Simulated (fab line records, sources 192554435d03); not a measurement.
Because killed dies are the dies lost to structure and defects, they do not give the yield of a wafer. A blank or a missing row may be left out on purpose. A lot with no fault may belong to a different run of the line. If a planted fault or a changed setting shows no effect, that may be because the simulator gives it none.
Split-lot study ; flow n5 finfet ; 7 lots, 21 wafers read, on a route of 1938 steps

## THE SPLIT ITSELF
At N5_BEOL_M8_EXPOSE_08 (exposes mask M8), the setting dose mj was moved away from the recipe's 68.25 on 7 of the 21 wafers read, by -3.3% to +4.4%. This setting was run at the recipe's value on the other wafers.

## FROM THE SPLIT TO THE READING: what the file shows between them, 8 steps
- N5_BEOL_M8_DEVELOP_10: develop time 30 s (also split here: develop time s)
- N5_BEOL_M8_CD_MEAS_11: target cd 38.5 nm
- N5_BEOL_M8_DESCUM_16: chemistry O2, time 7.9 s
- N5_BEOL_M8_ETCH_61: etches SiARC in CF4, target depth 45.5 nm, time 75.8 s
- N5_BEOL_M8_ETCH_62: etches SOC in N2/H2, target depth 110 nm, overetch 22 nm, time 165 s
- N5_BEOL_M8_STRIP_68: strips in N2/H2
- N5_BEOL_M8_PRECLEAN_42: cleans in residue remover, time 60 s
- N5_BEOL_M8_SRD_43: time 30 s

## THE READING
Shown in nm: cd nm at N5_BEOL_M8_CD_MEAS_35, with target cd 40 nm. A value of 40.0 nm with a standard deviation of 0.48 nm is what fault-free wafers of this fab line usually give.

wafer;tool, chamber at the split;dose mj as run;against the recipe;cd nm, nm;against lot-mates on the recipe
L078.1;arfi scanner-02, 0;71.18;+4.3%;42.2;+1.3
L078.2;arfi scanner-02, 0;71.18;+4.3%;43.0;+2.1
L078.6;arfi scanner-02, 0;68.25;recipe;40.9;-
L079.4;arfi scanner-03, 0;68.25;recipe;40.5;-
L079.5;arfi scanner-03, 0;71.22;+4.4%;42.0;+1.2
L079.6;arfi scanner-03, 0;68.25;recipe;41.0;-
L082.2;arfi scanner-02, 0;68.25;recipe;40.3;-
L082.4;arfi scanner-02, 0;68.25;recipe;39.6;-
L082.6;arfi scanner-02, 0;68.25;recipe;40.3;-
L088.2;arfi scanner-01, 0;66.41;-2.7%;39.0;-1.8
L088.5;arfi scanner-01, 0;68.25;recipe;40.7;-
L088.6;arfi scanner-01, 0;68.25;recipe;40.8;-
L090.2;arfi scanner-03, 0;66.02;-3.3%;37.7;-1.3
L090.3;arfi scanner-03, 0;68.25;recipe;39.2;-
L090.6;arfi scanner-03, 0;68.25;recipe;38.8;-
L092.1;arfi scanner-03, 0;68.25;recipe;40.0;-
L092.5;arfi scanner-03, 0;68.25;recipe;40.6;-
L092.6;arfi scanner-03, 0;68.25;recipe;39.6;-
L094.3;arfi scanner-03, 0;68.25;recipe;40.8;-
L094.5;arfi scanner-03, 0;69.83;+2.3%;41.0;+0.2
L094.6;arfi scanner-03, 0;69.83;+2.3%;41.9;+1.1

THE FIT
A straight line over all 21 wafers: cd nm changes by +0.544 nm for each +1% of dose mj; r = +0.87; the points scatter about the line by 0.64 nm.
The same after taking each lot's own level away (the mean of its wafers on the recipe; 21 wafers): +0.39 nm for each +1%; r = +0.91; scatter 0.36 nm.
On that fit, the largest move of dose mj shifts the reading by 1.7 nm.
From 39.00 to 40.90 nm: that is the span of the lots' own levels, equal to 4.0 times the standard deviation above.
Hence the slope depends on the lot-to-lot level, as the two fits are not the same.
Check: for one of the wafers moved furthest among these (+4.4%), held out of the fit, the line's prediction against its lot-mates is +1.73 nm. It came out at +1.25 nm against them.

## THE OTHER SPLITS THESE WAFERS WENT THROUGH
Note: prior to the reading, these wafers also went through further splits. Each is held against what the fit with the lots' levels taken away leaves over:
other split on the same wafers;wafers away from the commonest value;r with cd nm (lot level and that fit taken away)
N5_BEOL_M6_SPUTTER_48 power w;7;-0.19
N5_BEOL_M8_DEVELOP_10 develop time s;9;+0.48

## THE WHOLE CHAIN: every reading that the file lists as answering this split, in the file's order
step;what it does;reading;change (the file's fit);r (the file's)
N5_BEOL_M8_CD_MEAS_11;target cd 38.5 nm;cd nm;+0.416 nm for each +1% of the setting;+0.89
N5_BEOL_M8_ETCH_61;etches SiARC in CF4, target depth 45.5 nm, time 75.8 s;BEOL_M8.cd offset nm (the simulator's own value, which no gauge read);+0.409 nm for each +1% of the setting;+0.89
N5_BEOL_M8_CD_MEAS_35;target cd 40 nm;cd nm;+0.399 nm for each +1% of the setting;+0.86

## FILE'S OWN FIT
cd nm changes by +0.399 nm for each +1% of dose mj, r = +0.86.
